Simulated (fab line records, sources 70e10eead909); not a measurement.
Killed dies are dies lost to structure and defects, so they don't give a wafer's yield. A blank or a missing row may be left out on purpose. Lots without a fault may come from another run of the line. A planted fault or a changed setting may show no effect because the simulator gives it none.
fab line records | flow nand_harc
record lots=5 wafers=15 last_day=33
route steps=1302 shown A_SGD_CUT@896 END@1302
lots that met no fault: from a run of the same line without faults
start_h: hours from the record's first day to the start of the lot's first wafer shown | wait_h: hours since the lot's step before | " the same as in the row above | L1.1+2: a row that stands for several wafers | - no value, or no start given | * or withheld: withheld | < > ~ a bound
route shown NAME@n: a module of which the file shows steps, and the number in the route of the first | usual: mean/standard deviation of fault-free wafers | same: alike in all rows | chamber/n: place in a boat | sites: the reading at each site | _std_site: their standard deviation | _edge_site: outer sites' mean less inner sites' | radius_mm: how far each site lies from the wafer's centre | mask NAME#n: copy n | behind: the tool/chamber that last shaped the wafer | hold: why the lot was held/for how many hours/how that ended | device: the transistor (n, p or np) that didn't switch | end of line: the same wafers' tests at the end of the route | a step without rows: its recipe alone | killed: dies lost to structure and defects at the first sort, not the wafer's yield | map: a wafer's dies, x killed, . not, _ none there
set.NAME: the setting as run; set.NAME@STEP: as run at that earlier step | model.NAME: the simulator's own value behind a step, which no gauge read
lots at some steps of the route; a table a step, a row a wafer
services: from which hour (start_h, from the record's first day; less than 0 if before it) a tool's chamber was out of use, for how many hours, and why
## steps
# step NHARC_A_SGD_CUT_SOFTBAKE_04
# recipe temp_c=105 time_s=55
# step NHARC_A_SGD_CUT_EBR_05
# step NHARC_A_SGD_CUT_EXPOSE_06
# recipe na=1.35 dose_mj=85.59 mask_id=SGD
# step NHARC_A_SGD_CUT_PEB_07
# recipe peb_temp_c=100 peb_time_s=65
# step NHARC_A_SGD_CUT_DEVELOP_08
# recipe develop_time_s=35 dev_temp_c=23
# step NHARC_A_SGD_CUT_CD_MEAS_09
# recipe target_cd_nm=100 landing_energy_ev=500
# usual cd_nm=100.1/0.43
# columns lot.wafer tool chamber start_h wait_h cd_nm
L835.3 cd_sem-03 0 458.49 - 99.8
L835.4 " 0 " " 100.0
L835.5 " 0 " " 100.2
L840.2 cd_sem-03 0 512.38 - 99.8
L840.4 " 0 " " 100.1
L840.5 " 0 " " 99.3
L847.1 cd_sem-03 0 597.79 - 100.5
L847.2 " 0 " " 100.6
L847.3 " 0 " " 100.6
L854.1 cd_sem-02 0 649.71 - 99.9
L854.4 " 0 " " 99.8
L854.6 " 0 " " 100.1
L853.1 cd_sem-03 0 652.66 - 99.9
L853.2 " 0 " " 99.4
L853.4 " 0 " " 100.0
# step NHARC_A_SGD_CUT_OVL_MEAS_10
# usual overlay_x_nm=-0.1/0.8 overlay_y_nm=0.1/0.84
# columns lot.wafer tool chamber start_h wait_h overlay_x_nm overlay_y_nm
L835.3 overlay-01 - 458.57 - 1.2 0.7
L835.4 " - " " 0.8 0.7
L835.5 " - " " 1.1 0.1
L840.2 overlay-01 - 512.47 - -0.6 0.1
L840.4 " - " " -0.1 0.1
L840.5 " - " " -0.1 0.4
L847.1 overlay-02 - 597.88 - -0.3 -0.8
L847.2 " - " " 0.5 -1.0
L847.3 " - " " 0.6 -0.7
L854.1 overlay-02 - 649.80 - -0.6 0.2
L854.4 " - " " 0.1 0.5
L854.6 " - " " -0.6 0.1
L853.1 overlay-02 - 652.75 - -1.0 -0.4
L853.2 " - " " -1.5 0.1
L853.4 " - " " -1.5 0.3
# step NHARC_A_SGD_CUT_INSPECT_11
# usual raw_defect_count=56/29
# columns lot.wafer tool chamber start_h wait_h raw_defect_count
L835.3 defect_inspect-02 - 458.61 0.0 49
L835.4 " - " " 63
L835.5 " - " " 55
L840.2 defect_inspect-01 - 512.51 0.0 67
L840.4 " - " " 78
L840.5 " - " " 82
L847.1 defect_inspect-01 - 597.92 0.0 61
L847.2 " - " " 40
L847.3 " - " " 70
L854.1 defect_inspect-01 - 649.84 0.0 34
L854.4 " - " " 28
L854.6 " - " " 33
L853.1 defect_inspect-01 - 652.79 0.0 24
L853.2 " - " " 24
L853.4 " - " " 24
# step NHARC_A_SGD_CUT_DESCUM_14
# recipe time_s=3 o2_flow_sccm=200 ar_flow_sccm=0 bias_power_w=0 chemistry=O2
# usual drypump_motor_current_A=5.7/0.59 o2_flow_sccm=200.0/0.6 oes_product_au=0.997/0.0088 rf_vpp_V=57.9/0.94 showerhead_plenum_p_Torr=1.94/0.083 throttle_valve_pct=11.311/0.0091
# same time_s=3
# columns lot.wafer tool chamber start_h wait_h drypump_motor_current_A o2_flow_sccm oes_product_au rf_hours_counter_h rf_vpp_V showerhead_plenum_p_Torr throttle_valve_pct
L835.4 rie_diel-11 3 458.67 0.1 5.4 200.1 0.998 2 60.5 1.95 11.313
L835.3 " 1 " " 5.6 199.1 1.000 1 58.9 1.98 11.314
L835.5 " 3 " " 5.4 201.1 0.994 - 56.9 1.95 11.318
L840.4 rie_diel-07 1 512.58 0.1 6.4 199.8 0.992 2 57.0 1.81 11.312
L840.2 " 3 " " 6.4 200.6 0.997 1 58.8 1.98 11.318
L840.5 " 1 " " 6.3 200.3 0.988 - 58.6 1.81 11.309
L847.1 rie_diel-07 0 597.98 0.1 4.6 199.9 1.001 6 58.0 2.06 11.318
L847.3 " 1 " " 6.3 200.9 0.993 6 56.9 1.81 11.324
L847.2 " 2 " " 5.5 199.7 0.982 6 57.4 1.97 11.301
L854.4 rie_diel-01 2 649.91 0.1 5.9 199.5 0.988 5 58.4 1.90 11.315
L854.1 " 3 " " 5.4 200.4 0.995 5 58.6 1.98 11.312
L854.6 " 0 " " 5.5 198.8 1.000 - 58.4 1.89 11.311
L853.1 rie_diel-01 3 652.85 0.1 5.4 200.2 0.995 6 57.0 1.98 11.318
L853.4 " 0 " " 5.5 199.7 1.004 6 57.2 1.89 11.308
L853.2 " 2 " " 5.9 199.9 0.998 5 58.2 1.90 11.297
# step NHARC_A_SGD_CUT_ETCH_58
# recipe target_depth_a=390 over_etch_frac=0.3 time_s=65 ion_energy_ev=80 cf4_flow_sccm=150 ar_flow_sccm=0 rf_w=300 bias_w=100 chemistry=CF4
# usual drypump_motor_current_A=5.8/0.55 oes_product_au=0.999/0.0081 rf_vpp_V=151.5/1.2 run_length_s=86.4/0.52 showerhead_plenum_p_Torr=1.79/0.069 throttle_valve_pct=13.285/0.0099
# same over_etch_frac=0.3 time_s=65
# columns lot.wafer tool chamber start_h wait_h drypump_motor_current_A oes_product_au rf_hours_counter_h rf_vpp_V run_length_s showerhead_plenum_p_Torr throttle_valve_pct
L835.4 rie_diel-11 2 458.75 0.1 6.1 0.998 2 152.9 86.5 1.86 13.279
L835.3 " 1 " " 5.7 0.994 1 152.7 86.4 1.83 13.270
L835.5 " 2 " " 6.1 0.999 - 153.0 85.7 1.87 13.294
L840.2 rie_diel-07 3 512.66 0.1 6.4 0.993 1 152.1 86.4 1.82 13.264
L840.4 " 0 " " 4.6 1.002 2 153.3 86.4 1.89 13.292
L840.5 " 2 " " 5.5 0.986 - 153.1 85.4 1.81 13.276
L847.1 rie_diel-07 1 598.06 0.1 6.4 0.995 6 150.8 86.6 1.68 13.285
L847.2 " 2 " " 5.5 0.995 6 152.4 85.4 1.81 13.280
L847.3 " 0 " " 4.6 1.010 6 152.7 86.2 1.89 13.290
L854.4 rie_diel-01 0 649.98 0.1 5.5 1.000 6 151.4 86.9 1.75 13.276
L854.1 " 1 " " 6.5 1.003 5 150.6 86.9 1.78 13.280
L854.6 " 0 " " 5.5 1.007 - 151.4 87.2 1.75 13.286
L853.2 rie_diel-01 2 652.94 0.1 5.9 0.986 5 152.1 87.0 1.76 13.275
L853.1 " 0 " " 5.5 0.993 6 151.1 86.7 1.75 13.295
L853.4 " 1 " " 6.5 0.999 5 151.6 87.3 1.78 13.299
# step NHARC_A_SGD_CUT_ETCH_59
# recipe target_depth_a=2600 over_etch_frac=0.25 time_s=406.25 ion_energy_ev=200 n2_flow_sccm=150 h2_flow_sccm=150 ar_flow_sccm=0 rf_w=400 bias_w=150 chemistry=N2/H2
# usual drypump_motor_current_A=5.7/0.58 oes_product_au=0.997/0.0083 rf_vpp_V=431.3/2.5 run_length_s=427.6/0.51 showerhead_plenum_p_Torr=2.07/0.09 throttle_valve_pct=14.171/0.0092
# same over_etch_frac=0.25 time_s=406.25
# columns lot.wafer tool chamber start_h wait_h drypump_motor_current_A oes_product_au rf_hours_counter_h rf_vpp_V run_length_s showerhead_plenum_p_Torr throttle_valve_pct
L835.3 rie_diel-11 2 - - 6.1 1.006 2 435.0 427.1 2.16 14.171
L835.4 " 1 " " 5.6 0.994 2 430.6 427.2 2.12 14.157
L835.5 " 3 " " 5.4 0.997 - 431.1 428.3 2.08 14.178
L840.4 rie_diel-07 1 - - 6.3 0.992 2 427.2 427.2 1.93 14.159
L840.2 " 2 " " 5.5 0.984 2 430.7 427.2 2.10 14.157
L840.5 " 0 " " 4.6 1.002 - 434.4 427.5 2.20 14.181
L847.3 rie_diel-07 0 - - 4.6 1.003 6 435.6 427.2 2.19 14.178
L847.1 " 2 " " 5.5 0.989 6 431.4 426.7 2.10 14.176
L847.2 " 3 " " 6.3 0.989 6 432.5 428.0 2.11 14.184
L854.1 rie_diel-01 1 - - 6.5 0.997 5 429.7 428.5 2.06 14.196
L854.4 " 2 " " 5.9 0.990 5 430.6 428.3 2.02 14.160
L854.6 " 3 " " 5.4 0.986 - 432.2 427.4 2.11 14.175
L853.4 rie_diel-01 2 - - 5.9 1.002 5 431.3 428.7 2.03 14.176
L853.2 " 3 " " 5.4 1.004 6 431.6 427.5 2.11 14.162
L853.1 " 1 " " 6.5 1.012 5 431.8 428.1 2.06 14.179
# step NHARC_A_SGD_CUT_ETCH_15
# recipe target_depth_a=750 time_s=64.3 ch3f_flow_sccm=50 o2_flow_sccm=30 ar_flow_sccm=200 rf_w=500 bias_w=100 chemistry=CH3F/O2
# usual ch3f_flow_sccm=49.98/0.14 drypump_motor_current_A=5.7/0.56 o2_flow_sccm=30.00/0.088 oes_product_au=0.962/0.012 rf_vpp_V=264.4/1.7 run_length_s=85.7/0.52 showerhead_plenum_p_Torr=2.50/0.099 throttle_valve_pct=20.663/0.011
# same time_s=64.3
# columns lot.wafer tool chamber start_h wait_h ch3f_flow_sccm drypump_motor_current_A o2_flow_sccm oes_product_au rf_hours_counter_h rf_vpp_V run_length_s showerhead_plenum_p_Torr throttle_valve_pct
L835.4 rie_diel-11 2 - - 49.79 6.1 29.86 0.986 2 266.5 85.0 2.60 20.682
L835.3 " 3 " " 49.73 5.5 30.02 0.948 2 264.8 86.6 2.50 20.662
L835.5 " 2 " " 49.92 6.1 29.86 0.972 - 265.7 84.9 2.60 20.666
L840.2 rie_diel-07 2 - - 50.12 5.5 29.97 0.956 2 264.6 84.7 2.52 20.645
L840.4 " 3 " " 49.81 6.3 30.07 0.951 2 266.1 86.3 2.54 20.665
L840.5 " 3 " " 50.14 6.4 30.09 0.954 - 265.6 85.8 2.54 20.679
L847.2 rie_diel-07 0 - - 50.09 4.6 30.12 0.958 7 265.5 85.2 2.63 20.656
L847.3 " 2 " " 49.98 5.5 30.10 0.985 6 263.8 85.0 2.52 20.643
L847.1 " 3 " " 49.68 6.4 29.83 0.972 6 264.1 85.6 2.54 20.656
L854.4 rie_diel-01 1 - - 50.14 6.5 29.97 0.958 5 264.2 86.0 2.48 20.685
L854.1 " 3 " " 49.89 5.3 30.06 0.967 6 264.9 85.2 2.54 20.679
L854.6 " 2 " " 49.75 5.9 30.14 0.955 - 262.7 86.7 2.44 20.664
L853.2 rie_diel-01 3 - - 50.09 5.4 30.07 0.959 6 266.1 85.7 2.54 20.667
L853.4 " 0 " " 50.03 5.5 29.78 0.964 6 264.0 86.7 2.43 20.659
L853.1 " 1 " " 49.80 6.5 30.04 0.987 5 263.9 85.9 2.48 20.640
# step NHARC_A_SGD_CUT_ETCH_16
# recipe target_depth_a=3105 time_s=155.2 c4f8_flow_sccm=withheld o2_flow_sccm=8 ar_flow_sccm=withheld rf_w=600 bias_w=800 chemistry=C4F8/O2/Ar
# usual oes_product_au=0.972/0.01 rf_vpp_V=725/4.3 run_length_s=176.6/0.51
# columns lot.wafer tool chamber start_h wait_h oes_product_au rf_hours_counter_h rf_vpp_V run_length_s
L835.4 rie_diel-11 1 459.24 - 0.985 2 726 176.2
L835.3 " 0 " " 0.971 2 716 176.4
L835.5 " 1 " " 0.980 - 728 176.5
L840.2 rie_diel-07 0 513.14 - 0.960 2 730 176.1
L840.4 " 1 " " 0.956 2 718 176.4
L840.5 " 0 " " 0.950 - 730 176.6
L847.2 rie_diel-07 0 598.55 - 0.975 7 732 194.1
L847.1 " 1 " " 0.981 7 718 176.3
L847.3 " 2 " " 0.981 6 726 175.7
L854.1 rie_diel-01 1 650.48 - 0.974 5 724 176.9
L854.4 " 2 " " 0.970 5 723 177.4
L854.6 " 0 " " 0.967 - 722 177.1
L853.2 rie_diel-01 2 653.42 - 0.970 5 723 177.2
L853.1 " 3 " " 0.968 6 727 176.4
L853.4 " 1 " " 0.972 5 724 177.2
# step NHARC_A_SGD_CUT_STRIP_60
# recipe c4f8_flow_sccm=withheld o2_flow_sccm=8 ar_flow_sccm=withheld bias_w=0 chemistry=C4F8/O2/Ar
# step NHARC_END_SORT_01
# recipe temp_c=25
# usual killed_at_array=51/17 killed_at_other=1.6/2.1 killed_at_periphery=4/3.2 killed_dies=57/18 killed_open=2.9/1.7 killed_short=2.3/1.3
# same gross_dies=677
# columns lot.wafer tool chamber start_h wait_h killed_at_array killed_at_other killed_at_periphery killed_dies killed_open killed_short
L847.2 prober-01 0 725.67 2.8 661 1 1 663 1 3
L853.1 prober-02 0 780.34 2.5 40 0 6 46 3 2
L853.2 prober-02 0 781.15 2.8 33 0 6 39 2 3
L853.4 prober-02 0 782.76 3.4 29 0 12 41 1 3
# killed by level:class
L847.2 A_SGD_CUT:area_etch=603 A_SLIT:chamber_film_flake=24 A_CHANNEL_HOLE_D2:chamber_film_flake=11 A_CONTACT:chamber_film_flake=7 A_CHANNEL_HOLE_D1:chamber_film_flake=6 A_STAIRCASE:chamber_film_flake=5 A_CHANNEL_FILL_D2:geometric_particle:short=2 A_CHANNEL_HOLE_D1:geometric_particle:open=1
L853.1 A_CHANNEL_HOLE_D1:chamber_film_flake=12 A_SLIT:chamber_film_flake=7 A_STAIRCASE:chamber_film_flake=7 P_GATE:chamber_film_flake=5 A_CONTACT:chamber_film_flake=5 A_ZERO_WELL:chamber_film_flake=2 A_WL_FILL:chamber_film_flake=2 A_DECK1_JOINT:geometric_particle:open=1
L853.2 A_CHANNEL_HOLE_D1:chamber_film_flake=8 A_CONTACT:chamber_film_flake=7 A_STAIRCASE:chamber_film_flake=6 P_GATE:chamber_film_flake=4 A_SLIT:chamber_film_flake=4 A_DECK1_JOINT:chamber_film_flake=2 P_GATE:geometric_particle:short=1 A_SOURCE_PLATE:geometric_particle:open=1
L853.4 A_CHANNEL_HOLE_D1:chamber_film_flake=11 P_GATE:chamber_film_flake=5 A_SLIT:chamber_film_flake=5 A_CONTACT:chamber_film_flake=5 P_CONTACT:chamber_film_flake=4 A_CHANNEL_HOLE_D2:chamber_film_flake=2 A_STAIRCASE:chamber_film_flake=2 P_CONTACT:geometric_particle:short=1
# map L847.2 (x killed, . not)
____________x____________
_________xxxxxxx_________
_______xxxxxxxxxxx_______
______xxxxxxxxxxxxx______
_____xxxxxxxxxxxxxxx_____
____xxxxxxxxxxxxxxxxx____
____xxxxxxxxxxxxxxxxx____
___xxxxxxxxxxxxxxxxxxx___
___xxxxxxxxxxxxxxxxxxx___
__xxxxxxx.xxxxxxxxxxxxx__
__xxxxxxxxxxxxxxxxxxxxx__
_xxxxxxxxx.xxx.xxxxxxxxx_
_xxxxxxxxxxxxxx.xxxxxxxx_
_xxxxxxxxxxx.xxxxxxxxxxx_
_xxxxxxxxxxx.xxx.xxxxxxx_
_xxxxxxxxxxxxx.xxxxxxxxx_
xxxxxxxxxxx.xxxxxxxxxxxxx
xxxxxxxxxxxxxxxxxxxxxxxxx
xxxxxxxxxxxxxxxxxxxxxxxxx
xxxxxxxxxxxxxxxxxxxxxxxxx
xxxxxxxx.xxxxxxxxxxxxxxxx
_xxxx.xxxxxxxxxxxxxxxxxx_
_xxxxxxxxxxxxxxxxxxxxxxx_
_xxxxxxxxx..xxxxxxxxxxxx_
_xxxxxxxxxxxxxxxxxxxxxxx_
_xxxxxxxxxxxxxxxxxxxxxxx_
__xxxxxxxxxxxx.xxxxxxxx__
__xxxxxxxxxxxxxxxxxxxxx__
___xxxxxxxxxxxxxxxxxxx___
___xxxxxxxxxxxxxxxxxxx___
____xxxxxxxxxxxxxxxxx____
____xxxxxxxxxxxxxxxxx____
_____xxxxxxxxxxxxxxx_____
______xxxxxxxxxxxxx______
_______xxxxxxxxxxx_______
_________xxxxxxx_________
____________x____________
# map L840.5 (x killed, . not)
____________.____________
_________......._________
_______....x......_______
______.............______
_____..............._____
____.................____
____.................____
___......x............___
___...................___
__.....................__
__.x...................__
_...................x..._
_......................._
_......................._
_......................x_
_.....x..............x.x_
......................xxx
.....................x.x.
.....................xxxx
...........x.........x.xx
......................xxx
_..........x..........xx_
_......................x_
_......................._
_...........x..........x_
_......................._
__.....................__
__.........x...........__
___..xx...............___
___..xx...x.......x...___
____.xxxxxx.x...x....____
____..xxxxxx.........____
_____xx..x.xxx......_____
______xx..xx......x______
_______xxx.xx..x.._______
_________xxxx..._________
____________x____________
## services
# columns tool chamber start_h hours kind
rie_diel-01 0 438.91 - clean
rie_diel-01 1 438.91 - clean
rie_diel-01 2 438.91 - clean
rie_diel-01 3 438.91 - clean
rie_diel-07 3 443.69 27.6 repair
rie_diel-07 0 450.20 - clean
rie_diel-07 1 450.20 - clean
rie_diel-07 2 450.20 - clean
rie_diel-01 0 463.41 - clean
rie_diel-01 1 463.41 - clean
rie_diel-01 2 463.41 - clean
rie_diel-01 3 463.41 - clean
rie_diel-11 1 464.81 7.4 repair
rie_diel-07 - 471.20 9.0 pm
rie_diel-07 0 471.20 9.0 vent_cycle
rie_diel-07 1 471.20 9.0 vent_cycle
rie_diel-07 2 471.20 9.0 vent_cycle
rie_diel-07 0 480.20 - clean
rie_diel-07 1 480.20 - clean
rie_diel-01 3 500.28 12.8 repair
rie_diel-01 - 557.93 9.0 pm
rie_diel-11 - 609.50 9.0 pm
rie_diel-07 3 627.36 4.3 repair
rie_diel-07 - 648.20 9.0 pm
## key
first_sign step=NHARC_A_SGD_CUT_ETCH_16 reading=run_length_s direction=up sigmas=34 usual=* struck=*
effect step=NHARC_END_SORT_01 reading=killed_at_array direction=up sigmas=35 usual=51 struck=661
more_kills_born_at NHARC_A_SGD_CUT_ETCH_16@rie_diel-07=603
met_at NHARC_A_SGD_CUT_ETCH_16
struck_wafers L847.2
later_rows_left_out L847.2
tester_left_out L847
onset_between 513.14 598.55
fault kind=process_parameter_drift tool=rie_diel-07 chamber=0 onset_h=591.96 steps=NHARC_A_SGD_CUT_ETCH_16 channel=time_s offset=* shape=step end_h=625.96 acts_in=* stated=*
# tester_left_out: of these lots the tester's yield and bins aren't shown, on N5 and GAA mostly nor the transistor test; their killed dies are dies lost to structure and defects alone, not to doping, threshold or leakage, so they don't give the yield
# later_rows_left_out: the simulator's readings of these wafers behind a module that went badly wrong aren't trusted and aren't shown, but for the sort
